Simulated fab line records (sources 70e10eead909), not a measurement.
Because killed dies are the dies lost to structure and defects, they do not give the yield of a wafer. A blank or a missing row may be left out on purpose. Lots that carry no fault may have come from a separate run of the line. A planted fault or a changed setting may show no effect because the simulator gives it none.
Struck lot and sound lot, side by side -- flow nandHarc -- 14 out of 1302 route steps
Sound: these wafers, L765.1, L765.2, L765.4. Struck: wafer L759.3. (L759.4 of the same lot was not struck and is left out.) The cause comes at the end.
Each step with rows lists, per side, the tool, then ch with its chambers, then its first start. Under that, the readings that differ: sound wafers -- struck wafers -- difference of the means -- sigmas: that difference in standard deviations of wafers without a fault.
alike: words and numbers the same on both sides, and readings whose means are apart by under 2 such deviations; not compared: readings that were withheld, readings missing a value for some wafer, numbers with overlapping values and no deviation given by the record, and bounds like >300 which may hide the same value.
A row with sigmas, a row that says differs or no value, or rows on one side alone: a step with any of these is where the two part. Non-overlapping numbers with no deviation appear without sigmas and do not part them. Lack of a reading on every wafer of one side parts them only where that side has two or more wafers.

first, 3 steps without rows for these wafers: NHARC_A_SLIT_EXPOSE_06 (exposes mask SLIT); NHARC_A_SLIT_PEB_07 (peb time 65 s); NHARC_A_SLIT_DEVELOP_08 (develop time 35 s).
NHARC_A_SLIT_CD_MEAS_09 targets a cd of 300 nm.
  sound on cdSem-03 ch 0, day 27 03:58; struck on cdSem-02 ch 0, day 24 07:41
  alike: cdNm
NHARC_A_SLIT_OVL_MEAS_10:
  sound on overlay-01, day 27 04:03; struck on overlay-01, day 24 07:46
  alike: overlayXNm, overlayYNm
NHARC_A_SLIT_INSPECT_11:
  sound on defectInspect-01, day 27 04:05; struck on defectInspect-02, day 24 07:49
reading,sound,struck,difference,sigmas
rawDefectCount,85 87 97,18,-72,-3
NHARC_A_SLIT_DESCUM_14: chemistry O2, time 3 s.
  sound on rieDiel-08 ch 1,2, day 27 04:09; struck on rieDiel-08 ch 2, day 24 07:52
  alike: drypumpMotorCurrentA, oesProductAu, rfVppV, showerheadPlenumPTorr, throttleValvePct
  not compared: rfHoursCounterH
NHARC_A_SLIT_ETCH_24: etches the open film in CF4/CHF3, target depth 121 nm, time 60.5 s.
  sound on rieDiel-08 ch 1,2, day 27 04:15; struck on rieDiel-08 ch 0, day 24 07:58
reading,sound,struck,difference,sigmas
drypumpMotorCurrentA (A),5.2 6.3 6.3,5.1,-0.8,-2
oesProductAu (a.u.),0.932 0.923 0.918,0.975,+0.051,+2
  alike: rfVppV, runLengthS, showerheadPlenumPTorr, throttleValvePct
  not compared: rfHoursCounterH
then, 1 step without rows for these wafers: NHARC_A_SLIT_ETCH_15 (etches the open film in O2/COS, target depth 6200 nm, time 1612 s).
NHARC_A_SLIT_ETCH_17: etches the open film in C4F8/O2/Ar, time 4254.5 s, target depth 20300 nm.
  sound on harEtch-01 ch 0,1, day 27 05:39; struck on harEtch-02 ch 0, day 24 10:20
reading,sound,struck,difference,sigmas
drypumpMotorCurrentA (A),5.1 6.0 6.0,4.8,-0.9,-2
showerheadPlenumPTorr (Torr),3.60 3.49 3.49,3.89,+0.36,+2
  alike: throttleValvePct
  not compared: rfHoursCounterH, runLengthS
NHARC_A_SLIT_ETCH_26: etches the open film in C4F8/O2/Ar, time 90 s, target depth 400 nm.
  sound on harEtch-01 ch 0,1, day 27 09:17; struck on harEtch-02 ch 0, day 24 12:49
reading,sound,struck,difference,sigmas
drypumpMotorCurrentA (A),5.1 6.0 6.1,4.8,-0.9,-2
showerheadPlenumPTorr (Torr),3.63 3.51 3.51,3.92,+0.37,+2
throttleValvePct (%),27.613 27.630 27.630,27.608,-0.016,-2
  alike: runLengthS
  not compared: rfHoursCounterH
then, 1 step without rows for these wafers: NHARC_A_SLIT_STRIP_28 (strips in O2/COS).
NHARC_A_SLIT_ETCH_29: etches the open film in CF4/O2, target depth 100 nm, overetch 10 nm, time 55 s.
  sound on rieDiel-08 ch 1,3, day 27 10:11; struck on rieDiel-02 ch 0, day 24 13:39
reading,sound,struck,difference,sigmas
oesProductAu (a.u.),1.033 0.990 1.030,0.981,-0.037,-2
runLengthS (s),76.0 76.2 76.0,71.8,-4.3,-11
  alike: drypumpMotorCurrentA, rfVppV, showerheadPlenumPTorr, throttleValvePct
  not compared: rfHoursCounterH
NHARC_A_SLIT_STRIP_18: strips in O2.
  sound: rieDiel-08 ch 1,2,3; struck: rieDiel-02 ch 2
reading,sound,struck,difference,sigmas
throttleValvePct (%),17.050 17.027 17.044,17.066,+0.026,+3
  alike: drypumpMotorCurrentA, oesProductAu, rfVppV, showerheadPlenumPTorr
  not compared: rfHoursCounterH

WHERE THEY PART
Earliest at NHARC_A_SLIT_INSPECT_11; latest, in this record, at NHARC_A_SLIT_STRIP_18.

WHY: what had been put in by the simulator
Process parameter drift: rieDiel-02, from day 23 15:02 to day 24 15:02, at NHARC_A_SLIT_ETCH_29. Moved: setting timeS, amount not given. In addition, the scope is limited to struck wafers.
